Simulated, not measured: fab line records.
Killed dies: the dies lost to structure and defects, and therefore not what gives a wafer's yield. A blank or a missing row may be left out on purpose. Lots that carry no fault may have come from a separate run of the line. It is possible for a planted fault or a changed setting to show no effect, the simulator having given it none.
fab line records    flow nand_harc
record: lots: 6  wafers: 18  last_day: 34
route steps=1302 shown A_CHANNEL_HOLE_D1@487 A_CHANNEL_FILL_D1@490 A_DECK1_JOINT@518 END@1302
lots that met no fault: taken from a fault-free run of the same line
start_h: hours from the record's opening day to when the first of the lot's shown wafers began    wait_h: how many hours have passed since the lot's step before this one    " unchanged from the row above    L1.1+2: a single row standing in for several wafers    - no value present, or no start provided    * or withheld: withheld    < > ~ a bound
route shown NAME@n: NAME is a module with steps in the file, n the number in the route of the first one    usual: mean and standard deviation over wafers with no fault    same: alike in all rows    chamber/n: place in a boat    sites: each site's reading    _std_site: their standard deviation    _edge_site: the outer-site mean with the inner-site mean subtracted    radius_mm: how far each site lies from the wafer's centre    mask NAME#n: copy n    behind: tool/chamber where the wafer was last shaped    hold: why the lot was held/for how many hours/how that ended    device: the n, p or np transistor that did not switch    end of line: the same wafers' tests at the end of the route    for a step that has no rows: nothing shown but its recipe    killed: at the first sort, the dies lost to defects and structure; wafer yield is something else    map: dies across one wafer; x = killed, . = not, _ = none there
set.NAME: the setting the step ran with; set.NAME@STEP: the setting that earlier step ran with    model.NAME: the simulator's own value behind a step, which no gauge read
lots seen at some steps along the route; tables by step, rows by wafer
services: the hour from which a tool's chamber was out of use, counted from the record's first day as start_h (under 0 if before that day), plus the number of hours and why
== steps ==
step: NHARC_A_CHANNEL_HOLE_D1_CD_MEAS_30
usual: cd_nm: 90.4/1.4
lot.wafer  tool       chamber  start_h  wait_h  cd_nm
L481.2     cd_sem-02  -        236.19   -       88.9
L481.5     "          -        "        "       88.8
L481.6     "          -        "        "       89.4
L482.1     cd_sem-02  -        244.76   -       89.6
L482.5     "          -        "        "       90.5
L482.6     "          -        "        "       92.7
L489.2     cd_sem-01  -        316.06   0.1     89.6
L489.3     "          -        "        "       89.8
L489.4     "          -        "        "       92.5
L496.1     cd_sem-03  -        388.20   -       91.9
L496.4     "          -        "        "       91.7
L496.6     "          -        "        "       91.3
L498.2     cd_sem-02  -        409.26   -       89.6
L498.5     "          -        "        "       91.7
L498.6     "          -        "        "       89.7
L499.2     cd_sem-01  -        422.43   -       90.2
L499.3     "          -        "        "       88.8
L499.6     "          -        "        "       88.8
step: NHARC_A_CHANNEL_HOLE_D1_XSEM_31
recipe: landing_energy_ev: 35000
step: NHARC_A_CHANNEL_HOLE_D1_INSPECT_40
usual: raw_defect_count: 68/22
lot.wafer  tool               chamber  start_h  wait_h  raw_defect_count
L481.2     defect_inspect-02  -        236.38   -       59
L481.5     "                  -        "        "       58
L481.6     "                  -        "        "       65
L482.1     defect_inspect-01  -        244.95   -       57
L482.5     "                  -        "        "       48
L482.6     "                  -        "        "       45
L489.2     defect_inspect-01  -        316.24   -       52
L489.3     "                  -        "        "       76
L489.4     "                  -        "        "       64
L496.1     defect_inspect-02  -        388.38   -       65
L496.4     "                  -        "        "       56
L496.6     "                  -        "        "       57
L498.2     defect_inspect-02  -        409.45   -       67
L498.5     "                  -        "        "       79
L498.6     "                  -        "        "       79
L499.2     defect_inspect-01  -        422.61   -       55
L499.3     "                  -        "        "       36
L499.6     "                  -        "        "       41
step: NHARC_A_CHANNEL_FILL_D1_PRECLEAN_00
recipe: time_s: *  temp_c: 50  bath_age_min: 0  chemistry: SC1
step: NHARC_A_CHANNEL_FILL_D1_SRD_01
step: NHARC_A_CHANNEL_FILL_D1_ALD_02
recipe: target_thk_a: 60  pulse_time_s: 10  ald_cycles: 60  temp_c: 300  material: SiO2
step: NHARC_A_CHANNEL_FILL_D1_ALD_03
recipe: target_thk_a: 60  pulse_time_s: 60  ald_cycles: 58  temp_c: 630  pressure_torr: 2  material: SiNx
step: NHARC_A_CHANNEL_FILL_D1_ALD_14
recipe: target_thk_a: 25  pulse_time_s: 10  ald_cycles: 25  temp_c: 300  material: SiO2
usual: heater_power_w: 476/53  precursor_pulse_height_rel: 1.003/0.021
same: ald_cycles: 25
lot.wafer  tool       chamber  start_h  wait_h  heater_power_w  precursor_pulse_height_rel
L481.2     ald_hk-04  1        245.90   2.4     485             1.003
L481.5     "          0        "        "       516             0.998
L481.6     "          1        "        "       497             1.004
L482.1     ald_hk-01  3        252.98   0.1     411             0.977
L482.6     "          2        "        "       475             1.022
L482.5     "          3        "        "       409             1.000
L489.2     ald_hk-04  3        323.44   0.0     465             1.012
L489.4     "          1        "        "       499             0.962
L489.3     "          2        "        "       490             1.024
L496.4     ald_hk-01  1        395.60   0.1     498             1.030
L496.1     "          3        "        "       407             1.003
L496.6     "          1        "        "       508             1.006
L498.2     ald_hk-01  2        416.62   0.0     487             1.021
L498.5     "          2        "        "       482             1.027
L498.6     "          3        "        "       404             0.971
L499.2     ald_hk-01  3        429.94   0.1     400             1.007
L499.3     "          1        "        "       512             0.975
L499.6     "          2        "        "       492             1.009
step: NHARC_A_CHANNEL_FILL_D1_ALD_15
recipe: target_thk_a: 20  pulse_time_s: 60  ald_cycles: 19  temp_c: 630  pressure_torr: 2  material: SiNx
usual: chamber_pressure_Torr: 2.001/0.0049  precursor_pulse_height_rel: 1.002/0.018
same: ald_cycles: 19
lot.wafer  tool              chamber  start_h  wait_h  chamber_pressure_Torr  precursor_pulse_height_rel
L481.2     ald_sin_batch-01  0        -        -       2.001                  0.999
L481.5     "                 0        "        "       2.003                  1.050
L481.6     "                 0        "        "       2.001                  1.017
L482.1     ald_sin_batch-02  0        256.25   3.2     1.997                  1.006
L482.5     "                 0        "        "       1.996                  1.012
L482.6     "                 0        "        "       2.003                  1.023
L489.2     ald_sin_batch-01  0        -        -       2.002                  0.988
L489.3     "                 0        "        "       2.005                  1.016
L489.4     "                 0        "        "       2.005                  1.009
L496.1     ald_sin_batch-01  0        -        -       2.004                  1.007
L496.4     "                 0        "        "       2.000                  0.994
L496.6     "                 0        "        "       2.001                  1.009
L498.2     ald_sin_batch-01  0        -        -       1.999                  0.993
L498.5     "                 0        "        "       2.000                  1.030
L498.6     "                 0        "        "       2.002                  1.014
L499.2     ald_sin_batch-03  0        -        -       2.004                  1.011
L499.3     "                 0        "        "       1.999                  1.008
L499.6     "                 0        "        "       2.001                  1.030
step: NHARC_A_CHANNEL_FILL_D1_ALD_16
recipe: target_thk_a: 15  pulse_time_s: 10  ald_cycles: 15  temp_c: 300  material: SiO2
usual: heater_power_w: 478/55  precursor_pulse_height_rel: 1.001/0.018
same: ald_cycles: 15
lot.wafer  tool       chamber  start_h  wait_h  heater_power_w  precursor_pulse_height_rel
L481.2     ald_hk-03  1        251.16   0.1     427             1.030
L481.5     "          2        "        "       400             0.995
L481.6     "          3        "        "       532             0.996
L482.1     ald_hk-01  3        258.41   0.1     413             1.007
L482.6     "          0        "        "       416             1.021
L482.5     "          1        "        "       564             0.993
L489.3     ald_hk-03  0        328.68   0.0     559             0.979
L489.2     "          1        "        "       414             1.019
L489.4     "          3        "        "       542             1.024
L496.1     ald_hk-04  0        400.76   0.0     508             0.989
L496.4     "          2        "        "       488             0.973
L496.6     "          0        "        "       509             1.021
L498.2     ald_hk-01  2        421.83   0.1     490             0.998
L498.5     "          0        "        "       425             0.968
L498.6     "          1        "        "       506             0.999
L499.3     ald_hk-01  2        435.13   0.0     493             1.022
L499.2     "          3        "        "       409             0.986
L499.6     "          2        "        "       500             0.996
step: NHARC_A_CHANNEL_FILL_D1_ANNEAL_17
recipe: temp_c: 850  time_s: 1800
step: NHARC_A_CHANNEL_FILL_D1_CVD_18
recipe: target_thk_a: 30  temp_c: 550  material: poly-Si
step: NHARC_A_CHANNEL_FILL_D1_ETCHBACK_19
recipe: target_depth_a: 50  time_s: 1.7  hbr_flow_sccm: 150  cl2_flow_sccm: 50  rf_w: 400  icp_w: 400  bias_w: 100  chemistry: HBr/Cl2
usual: drypump_motor_current_A: 6.0/0.38  oes_product_au: 1.001/0.015  rf_fwd_power_W: 390.4/1.4  throttle_valve_pct: 26.406/0.0089
same: time_s: 1.7
lot.wafer  tool       chamber  start_h  wait_h  drypump_motor_current_A  oes_product_au  rf_fwd_power_W  rf_hours_counter_h  throttle_valve_pct
L481.2     rie_si-05  3        263.03   0.4     5.9                      0.991           389.7           0.79                26.407
L481.6     "          1        "        "       5.8                      0.978           391.7           -                   26.421
L481.5     "          2        "        "       6.6                      0.968           391.0           -                   26.399
L482.1     rie_si-03  2        271.16   0.4     6.5                      0.974           389.3           0.28                26.400
L482.6     "          0        "        "       6.5                      1.032           391.4           -                   26.410
L482.5     "          1        "        "       5.7                      1.002           388.4           -                   26.392
L489.3     rie_si-02  0        340.78   0.4     5.7                      1.018           388.1           0.24                26.404
L489.4     "          1        "        "       5.9                      1.009           390.2           0.33                26.400
L489.2     "          2        "        "       5.4                      1.006           390.0           0.36                26.411
L496.4     rie_si-03  1        412.63   0.4     5.7                      1.008           388.0           0.02                26.399
L496.1     "          0        "        "       6.5                      1.013           391.0           0                   26.400
L496.6     "          1        "        "       5.7                      1.008           388.8           -                   26.399
L498.2     rie_si-03  3        433.57   0.4     6.0                      1.003           391.4           0.13                26.399
L498.6     "          0        "        "       6.5                      0.997           389.5           -                   26.413
L498.5     "          1        "        "       5.7                      1.002           390.3           -                   26.399
L499.2     rie_si-05  0        448.22   0.4     5.6                      1.007           392.7           0.78                26.408
L499.3     "          1        "        "       5.8                      0.996           388.5           0.88                26.396
L499.6     "          0        "        "       5.6                      1.009           393.4           -                   26.407
step: NHARC_A_CHANNEL_FILL_D1_ETCHBACK_20
recipe: target_depth_a: 270  time_s: 13.5  c4f8_flow_sccm: withheld  o2_flow_sccm: 8  ar_flow_sccm: withheld  rf_w: 600  bias_w: 1500  chemistry: C4F8/O2/Ar
step: NHARC_A_CHANNEL_FILL_D1_STRIP_28
recipe: time_s: 20  o2_flow_sccm: 500  ar_flow_sccm: 0  bias_w: 0  chemistry: O2
step: NHARC_A_CHANNEL_FILL_D1_PRECLEAN_21
recipe: time_s: 30  chemistry: dHF
step: NHARC_A_CHANNEL_FILL_D1_SRD_23
step: NHARC_A_CHANNEL_FILL_D1_CVD_05
recipe: target_thk_a: 50  temp_c: 550  material: poly-Si
step: NHARC_A_CHANNEL_FILL_D1_ANNEAL_22
recipe: temp_c: 620  time_s: 7200
step: NHARC_A_CHANNEL_FILL_D1_THK_MEAS_06
recipe: thk_meas_gauge: ellipsometry
usual: thk_nm: 5.0/1
lot.wafer  tool           chamber  start_h  wait_h  thk_nm
L481.2     film_metro-01  -        275.02   0.4     5.2
L481.5     "              -        "        "       5.6
L481.6     "              -        "        "       6.5
L482.1     film_metro-01  -        283.20   0.4     5.4
L482.5     "              -        "        "       4.3
L482.6     "              -        "        "       7.4
L489.2     film_metro-02  -        352.79   0.4     3.4
L489.3     "              -        "        "       3.9
L489.4     "              -        "        "       4.2
L496.1     film_metro-02  -        425.09   0.4     4.3
L496.4     "              -        "        "       4.1
L496.6     "              -        "        "       3.7
L498.2     film_metro-01  -        447.58   0.4     4.5
L498.5     "              -        "        "       5.9
L498.6     "              -        "        "       3.2
L499.2     film_metro-02  -        460.15   0.4     4.8
L499.3     "              -        "        "       6.3
L499.6     "              -        "        "       6.4
step: NHARC_A_CHANNEL_FILL_D1_ALD_25
recipe: target_thk_a: 600  pulse_time_s: 10  ald_cycles: 600  temp_c: 300  material: SiOx
step: NHARC_A_CHANNEL_FILL_D1_ETCHBACK_08
recipe: target_depth_a: 2200  time_s: 110  c4f8_flow_sccm: 20  ar_flow_sccm: withheld  rf_w: 600  bias_w: 300  chemistry: C4F8
step: NHARC_A_CHANNEL_FILL_D1_STRIP_29
recipe: time_s: 20  o2_flow_sccm: 500  ar_flow_sccm: 0  bias_w: 0  chemistry: O2
step: NHARC_A_CHANNEL_FILL_D1_PRECLEAN_30
recipe: time_s: 30  chemistry: dHF
step: NHARC_A_CHANNEL_FILL_D1_SRD_31
step: NHARC_A_CHANNEL_FILL_D1_CVD_09
recipe: target_thk_a: 1500  temp_c: 620  pressure_mtorr: 200  time_s: 3000  material: poly-Si
step: NHARC_A_CHANNEL_FILL_D1_CMP_10
recipe: target_thk_nm: 150
usual: motor_current_A: 12.4/0.97  retaining_ring_pressure_frac: 1.000/0.005  time_to_endpoint_s: 14.5/2.6
lot.wafer  tool    chamber  start_h  wait_h  motor_current_A  retaining_ring_pressure_frac  time_to_endpoint_s
L481.2     cmp-04  3        286.53   0.4     11.8             1.000                         17.4
L481.5     "       2        "        "       12.3             1.008                         15.1
L481.6     "       3        "        "       12.1             0.994                         17.0
L482.1     cmp-02  2        294.62   0.4     11.8             0.989                         10.8
L482.6     "       2        "        "       11.9             1.001                         15.2
L482.5     "       3        "        "       10.9             1.004                         10.0
L489.4     cmp-01  1        364.24   0.4     12.1             0.999                         15.9
L489.3     "       2        "        "       12.8             1.002                         13.3
L489.2     "       0        "        "       13.2             1.003                         10.0
L496.1     cmp-02  2        436.90   0.4     11.5             1.006                         17.3
L496.4     "       1        "        "       11.8             0.999                         15.1
L496.6     "       3        "        "       10.3             0.992                         13.1
L498.2     cmp-04  1        459.91   0.4     13.8             1.009                         15.2
L498.6     "       0        "        "       11.2             1.001                         10.4
L498.5     "       1        "        "       13.6             1.007                         16.1
L499.2     cmp-04  1        471.52   0.4     14.2             0.997                         15.2
L499.3     "       3        "        "       11.8             0.999                         15.7
L499.6     "       1        "        "       13.8             0.995                         14.1
step: NHARC_A_CHANNEL_FILL_D1_SRD_12
step: NHARC_A_DECK1_JOINT_ETCHBACK_07
recipe: target_depth_a: 1050  time_s: 26.9  hbr_flow_sccm: 150  rf_w: 350  icp_w: 350  bias_w: 60  chemistry: HBr
step: NHARC_A_DECK1_JOINT_ETCH_25
recipe: target_depth_a: 5  chemistry: dHF  material: SiO2
step: NHARC_A_DECK1_JOINT_ETCH_19
recipe: temp_c: 25  target_depth_a: 30  chemistry: TMAH  material: poly-Si
step: NHARC_A_DECK1_JOINT_ETCH_18
recipe: target_depth_a: 30  chemistry: dHF  material: SiO2
step: NHARC_A_DECK1_JOINT_WET_08
recipe: temp_c: 160  time_s: 86  chemistry: H3PO4
step: NHARC_A_DECK1_JOINT_ETCH_09
recipe: target_depth_a: 50  chemistry: dHF  material: SiO2
step: NHARC_A_DECK1_JOINT_WET_10
recipe: temp_c: 160  time_s: 86  chemistry: H3PO4
step: NHARC_A_DECK1_JOINT_ETCH_11
recipe: target_depth_a: 350  chemistry: dHF  material: SiO2
step: NHARC_A_DECK1_JOINT_CVD_12
recipe: target_thk_a: 900  temp_c: 620  pressure_mtorr: 200  time_s: 1800  material: poly-Si
step: NHARC_A_DECK1_JOINT_CMP_13
recipe: target_thk_nm: 51.023
usual: motor_current_A: 12.6/1.1  retaining_ring_pressure_frac: 1.000/0.0053  time_to_endpoint_s: 9.5/2.7
lot.wafer  tool    chamber  start_h  wait_h  motor_current_A  retaining_ring_pressure_frac  time_to_endpoint_s
L481.2     cmp-03  2        297.33   0.4     11.3             0.998                         13.5
L481.5     "       3        "        "       13.4             0.996                         9.0
L481.6     "       0        "        "       14.7             0.998                         10.7
L482.1     cmp-04  3        305.44   0.4     11.2             0.996                         12.0
L482.6     "       1        "        "       12.7             0.993                         9.1
L482.5     "       2        "        "       12.4             0.995                         6.8
L489.4     cmp-03  2        375.03   0.4     10.9             1.009                         12.4
L489.2     "       3        "        "       13.9             0.995                         7.4
L489.3     "       0        "        "       14.7             1.009                         10.0
L496.1     cmp-01  1        447.67   0.4     11.7             1.002                         9.1
L496.4     "       0        "        "       12.9             0.990                         7.3
L496.6     "       2        "        "       13.0             0.996                         12.6
L498.2     cmp-01  0        470.71   0.4     12.8             0.995                         7.2
L498.5     "       3        "        "       13.1             1.002                         10.1
L498.6     "       0        "        "       13.3             0.994                         8.1
L499.2     cmp-01  2        486.53   0.4     13.1             1.004                         10.9
L499.3     "       0        "        "       13.2             0.998                         6.8
L499.6     "       1        "        "       12.3             1.012                         9.4
step: NHARC_A_DECK1_JOINT_THK_MEAS_14
recipe: thk_meas_gauge: ellipsometry
usual: thk_nm: 51.4/1.8
lot.wafer  tool           chamber  start_h  wait_h  thk_nm
L481.2     film_metro-01  -        297.51   0.2     52.6
L481.5     "              -        "        "       52.0
L481.6     "              -        "        "       52.5
L482.1     film_metro-02  -        305.65   0.2     53.0
L482.5     "              -        "        "       49.6
L482.6     "              -        "        "       50.1
L489.2     film_metro-01  -        375.29   0.2     52.9
L489.3     "              -        "        "       50.8
L489.4     "              -        "        "       51.6
L496.1     film_metro-01  -        447.92   0.2     51.9
L496.4     "              -        "        "       49.4
L496.6     "              -        "        "       53.6
L498.2     film_metro-02  -        470.94   0.2     51.5
L498.5     "              -        "        "       54.0
L498.6     "              -        "        "       51.8
L499.2     film_metro-02  -        486.76   0.2     52.7
L499.3     "              -        "        "       53.3
L499.6     "              -        "        "       49.6
step: NHARC_END_SORT_01
recipe: temp_c: 25
usual: killed_at_array: 56/17  killed_at_other: 1.2/1.4  killed_at_periphery: 4/3.2  killed_dies: 61/16  killed_open: 3.6/2.1  killed_short: 2.7/1.8
same: gross_dies: 677
lot.wafer  tool       chamber  start_h  wait_h  killed_at_array  killed_at_other  killed_at_periphery  killed_dies  killed_open  killed_short
L496.1     prober-01  0        763.23   2.5     166              2                2                    170          1            1
L496.4     prober-01  0        765.63   3.4     137              2                1                    140          3            2
L496.6     prober-01  0        767.23   4.0     160              3                0                    163          1            2
L498.2     prober-01  0        771.83   2.8     144              4                13                   161          3            5
L498.5     prober-01  0        774.22   3.7     138              1                7                    146          6            3
L498.6     prober-01  0        775.02   4.0     133              2                5                    140          2            0
killed by level:class
L496.1 A_CHANNEL_FILL_D1:unspecified=82 A_SLIT:chamber_film_flake=29 A_CHANNEL_HOLE_D2:chamber_film_flake=23 A_CHANNEL_HOLE_D1:chamber_film_flake=13 A_CONTACT:chamber_film_flake=5 A_M1:chamber_film_flake=4 A_DECK1_JOINT:chamber_film_flake=3 A_WL_FILL:chamber_film_flake=3
L496.4 A_CHANNEL_FILL_D1:unspecified=73 A_SLIT:chamber_film_flake=20 A_CHANNEL_HOLE_D2:chamber_film_flake=19 A_CHANNEL_HOLE_D1:chamber_film_flake=16 A_CONTACT:chamber_film_flake=3 HYBRID_BOND:chamber_film_flake=2 P_CONTACT:geometric_particle:open=1 A_CHANNEL_FILL_D2:geometric_particle:short=1
L496.6 A_CHANNEL_FILL_D1:unspecified=76 A_SLIT:chamber_film_flake=28 A_CHANNEL_HOLE_D2:chamber_film_flake=27 A_CHANNEL_HOLE_D1:chamber_film_flake=11 A_CONTACT:chamber_film_flake=7 A_WL_FILL:chamber_film_flake=3 A_M1:chamber_film_flake=3 HYBRID_BOND:chamber_film_flake=3
L498.2 A_CHANNEL_FILL_D1:unspecified=86 A_SLIT:chamber_film_flake=25 A_CHANNEL_HOLE_D1:chamber_film_flake=14 P_STI:chamber_film_flake=8 A_CONTACT:chamber_film_flake=4 THIN_TSV:chamber_film_flake=4 P_GATE:chamber_film_flake=3 A_CHANNEL_FILL_D2:chamber_film_flake=3
L498.5 A_CHANNEL_FILL_D1:unspecified=75 A_SLIT:chamber_film_flake=28 A_CHANNEL_HOLE_D1:chamber_film_flake=21 P_STI:chamber_film_flake=4 A_ONON_D1:geometric_particle:open=2 A_CHANNEL_FILL_D1:geometric_particle:short=2 P_ZERO_WELL:chamber_film_flake=2 A_DECK1_JOINT:chamber_film_flake=2
L498.6 A_CHANNEL_FILL_D1:unspecified=84 A_SLIT:chamber_film_flake=25 A_CHANNEL_HOLE_D1:chamber_film_flake=9 A_CONTACT:chamber_film_flake=7 A_CHANNEL_FILL_D2:chamber_film_flake=5 P_STI:chamber_film_flake=3 P_GATE:chamber_film_flake=2 THIN_TSV:chamber_film_flake=2
map L496.1 (x killed, . not)
____________.____________
_________......._________
_______..........._______
______.............______
_____..............._____
____x.........x......____
____.x...x..x.....x..____
___...................___
___.............xxxx.x___
__.x.........x.xxxxxxxx__
__..x..........xxxxxxx.__
_.x...x.....x...xxxxxxxx_
_...............xxxxxxxx_
_............x.xxxxxxxx._
_.............x.xxxxxxx._
_..............xxxxxxxxx_
............x.xxxxxxxxx..
...............x.xxxxx...
.....x.........x..xxx....
..................xx.x..x
...x..............x.x....
_.......x..........x...._
_.........x.......x.x..._
_....x............xx.x.._
_.....x.........xxx.xx.._
_................xxx.xxx_
__.x.............xxxxx.__
__.............xx.xxx.x__
___..........x.xxxxxxx___
___...........xxxxxxx.___
____...........xxx...____
____..........x.xxxx.____
_____.......xx.x.x.._____
______.........xxx.______
_______.......xx.x_______
_________...x..._________
____________x____________
map L498.2 (x killed, . not)
____________.____________
_________......._________
_______..........._______
______..........xx.______
_____..............._____
____.....x..x........____
____............xx...____
___x..x............x..___
___..............x....___
__...x.....x.........x.__
__...........x.........__
_........x.............._
_..........x...........x_
_............x.........._
_..............x.x......_
_..........x.xxxx..x..x._
............xxxxxx.....x.
..........x.xxxxxxx.....x
x..........xxxxxxxx......
...........xxxxxxxxx.....
..........xxxxxxxxxx.....
_...x......xxxxxxxx....._
_.........xxxxxxxxxx...._
_......x....xxxxxxxx...._
_..........xxxxxxxxxxx.x_
_.......x.....xx.x.x.x.._
__...........xxxx.xxxx.__
__...........xx.xxxx...__
___............xxxx.x.___
___......x...xx.xxxx..___
____.x........x.xxx..____
____.x.....x...xxxx..____
_____.........xxx.x._____
______....x......x.______
_______....x......_______
_________......._________
____________.____________
== services ==
tool       chamber  start_h  hours  kind
cmp-02     -        232.50   4.0    pm
rie_si-03  -        250.84   0.1    repair
cmp-04     -        260.47   0.9    repair
ald_hk-04  -        263.11   10.0   pm
cmp-01     -        272.45   1.0    repair
cmp-01     -        285.85   4.0    pm
ald_hk-04  -        287.47   0.3    repair
cmp-01     -        301.29   2.2    repair
cmp-04     -        307.00   4.0    pm
cmp-04     -        360.46   2.0    repair
ald_hk-01  -        381.45   0.9    repair
cmp-01     -        383.85   4.0    pm
cmp-04     -        384.34   4.5    repair
rie_si-03  2        393.43   1.6    repair
rie_si-03  -        398.00   9.0    pm
cmp-04     -        405.00   4.0    pm
ald_hk-04  -        442.92   10.0   pm
cmp-04     -        444.89   0.5    repair
cmp-01     -        448.00   0.6    repair
cmp-04     -        455.80   1.6    repair
rie_si-03  2        466.25   12.6   repair
rie_si-03  -        471.81   1.1    repair
ald_hk-01  -        477.11   10.0   pm
cmp-01     -        482.01   4.0    pm
== key ==
first_sign: step: NHARC_END_SORT_01  reading: killed_dies  direction: up  sigmas: 5.6  usual: 61  struck: 153
effect: step: NHARC_END_SORT_01  reading: killed_at_array  direction: up  sigmas: 5.5  usual: 56  struck: 146
more_kills_born_at: NHARC_A_CHANNEL_FILL_D1_ETCHBACK_19@rie_si-03: 471
met_at NHARC_A_CHANNEL_FILL_D1_ETCHBACK_19
struck_wafers L496.1,L496.4,L496.6,L498.2,L498.5,L498.6
tester_left_out L496,L498
onset_between 271.16 412.63
also_fits NHARC_A_CHANNEL_FILL_D1_ALD_15:ald_sin_batch-01
fault: kind: chamber_particle_source  tool: rie_si-03  chamber: -  onset_h: 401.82  steps: NHARC_A_CHANNEL_FILL_D1_ETCHBACK_19  rate_per_visit_cm2: 0.7395  end_h: 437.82
tester_left_out: of these lots the tester's yield and bins aren't shown, on N5 and GAA mostly nor the transistor test; their killed dies are dies lost to structure and defects alone, not to doping, threshold or leakage, so they don't give the yield
